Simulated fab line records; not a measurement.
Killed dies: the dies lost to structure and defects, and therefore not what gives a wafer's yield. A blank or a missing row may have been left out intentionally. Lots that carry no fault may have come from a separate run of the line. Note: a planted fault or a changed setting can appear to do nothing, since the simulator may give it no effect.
Chamber matching -- flow n5Finfet -- 4 sister chambers for N5_MOL_CONTACT_COAG_ETCH_89 on rieDiel-04
The step etches underlayer in N2/H2, target depth 13 nm, time 10.4 s. 14 wafers are shown with their chamber, then 7 later ones without.

EACH WAFER AND ITS CHAMBER
wafer,chamber,drypumpMotorCurrentA (A),showerheadPlenumPTorr (Torr),throttleValvePct (%)
L553.1,0,5.0,2.54,18.3
L553.4,3,6.2,2.51,17.9
L553.6,2,5.1,2.51,18.0
L556.2,3,6.2,2.51,17.9
L556.5,2,5.1,2.50,18.0
L556.6,3,6.2,2.51,17.9
L557.2,0,5.0,2.53,18.3
L557.4,1,6.0,2.63,18.2
L557.6,0,5.0,2.53,18.4
L559.3,0,5.0,2.53,18.3
L559.5,1,6.0,2.63,18.2
L559.6,0,4.9,2.53,18.3
L566.2,1,6.0,2.62,18.2
L566.3,2,5.0,2.50,17.6

SIGNATURES, as means of the wafers listed above
reading,chamber 0,chamber 1,chamber 2,chamber 3,scatter within a chamber
drypumpMotorCurrentA,4.980,6.000,5.067,6.200,0.0383
showerheadPlenumPTorr,2.5320,2.6267,2.5033,2.5100,0.00462
throttleValvePct,18.320,18.200,17.867,17.900,0.107
Rule: a wafer lies at a distance from a chamber equal to the root of the sum of squares, over the readings, of (its reading less the chamber's mean, divided by the reading's scatter). If the next closest chamber is less than 2 further off than the closest, the wafer can't be placed; otherwise it belongs to the closest. The scatter: the root of (the sum of the squares of (reading less its chamber's mean) over the shown wafers, divided by (wafers less chambers)).

WAFERS WITH NO CHAMBER GIVEN
wafer,drypumpMotorCurrentA (A),showerheadPlenumPTorr (Torr),throttleValvePct (%)
L566.6,5.1,2.50,17.6
L572.3,6.1,2.49,17.4
L572.4,5.0,2.49,17.6
L572.6,6.2,2.49,17.4
L573.2,6.2,2.49,17.4
L573.3,5.0,2.52,18.0
L573.6,6.2,2.49,17.5

CHAMBER TAKEN BY EACH
wafer,from the rows above,in truth
L566.6,2,2
L572.3,3,3
L572.4,2,2
L572.6,3,3
L573.2,3,3
L573.3,can't be placed: 0 or 2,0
L573.6,3,3
6 of 7 placed correctly. From these rows, 1 cannot be placed; in 1 the true chamber is one of the candidates. Wrongly placed: 0.
